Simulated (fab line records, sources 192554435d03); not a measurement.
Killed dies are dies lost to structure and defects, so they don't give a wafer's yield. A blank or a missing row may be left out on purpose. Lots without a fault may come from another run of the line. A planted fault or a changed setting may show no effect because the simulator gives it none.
Chamber matching | flow n5_finfet | N5_BEOL_M14_ILD_DEP_00 on pecvd-02: 3 sister chambers
The step deposits SiO2 from TEOS/O2, target thk 1119.3 nm, time 237.4 s. 6 wafers are shown with their chamber, then 12 later ones without.

WAFERS WITH THEIR CHAMBER
wafer  | chamber | throttle_valve_pct (%) | showerhead_plenum_p_Torr (Torr)
L079.2 | 2       | 17.2                   | 8.35
L081.1 | 2       | 17.4                   | 8.34
L081.6 | 0       | 18.3                   | 8.32
L087.2 | 1       | 17.8                   | 8.33
L087.3 | 0       | 18.2                   | 8.33
L087.6 | 1       | 18.2                   | 8.30

WAFERS WITHOUT THEIR CHAMBER
wafer  | throttle_valve_pct (%) | showerhead_plenum_p_Torr (Torr)
L091.2 | 17.9                   | 8.34
L091.5 | 17.4                   | 8.34
L091.6 | 18.1                   | 8.28
L095.2 | 17.7                   | 8.35
L095.5 | 17.7                   | 8.37
L095.6 | 18.2                   | 8.33
L094.3 | 18.6                   | 8.32
L094.5 | 17.8                   | 8.36
L094.6 | 18.5                   | 8.32
L097.3 | 18.5                   | 8.28
L097.4 | 17.0                   | 8.31
L097.5 | 17.6                   | 8.34

WHICH CHAMBER EACH WENT THROUGH
wafer  | from the rows above          | in truth
L091.2 | can't be placed: 1 or 0 or 2 | 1
L091.5 | 2                            | 2
L091.6 | can't be placed: 1 or 0      | 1
L095.2 | can't be placed: 2 or 1 or 0 | 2
L095.5 | can't be placed: 2 or 1 or 0 | 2
L095.6 | can't be placed: 0 or 1      | 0
L094.3 | can't be placed: 0 or 1      | 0
L094.5 | can't be placed: 2 or 1 or 0 | 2
L094.6 | can't be placed: 0 or 1      | 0
L097.3 | can't be placed: 0 or 1      | 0
L097.4 | 2                            | 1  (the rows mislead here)
L097.5 | can't be placed: 2 or 1      | 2
Placed correctly: 1 of 12. Can't be placed from these rows: 10 (the true chamber is among the candidates in 10). Placed wrongly: 1.
How it was worked out, from the rows above alone: a wafer's distance from a chamber is the root of the sum, over the readings, of the square of ((its reading less the chamber's mean) divided by the reading's scatter). The wafer belongs to the nearest chamber; if the next one is less than 2 further off, it can't be placed. A chamber's mean is the mean of its shown wafers. The scatter: the root of (the sum of the squares of (reading less its chamber's mean) over the shown wafers, divided by (wafers less chambers)).
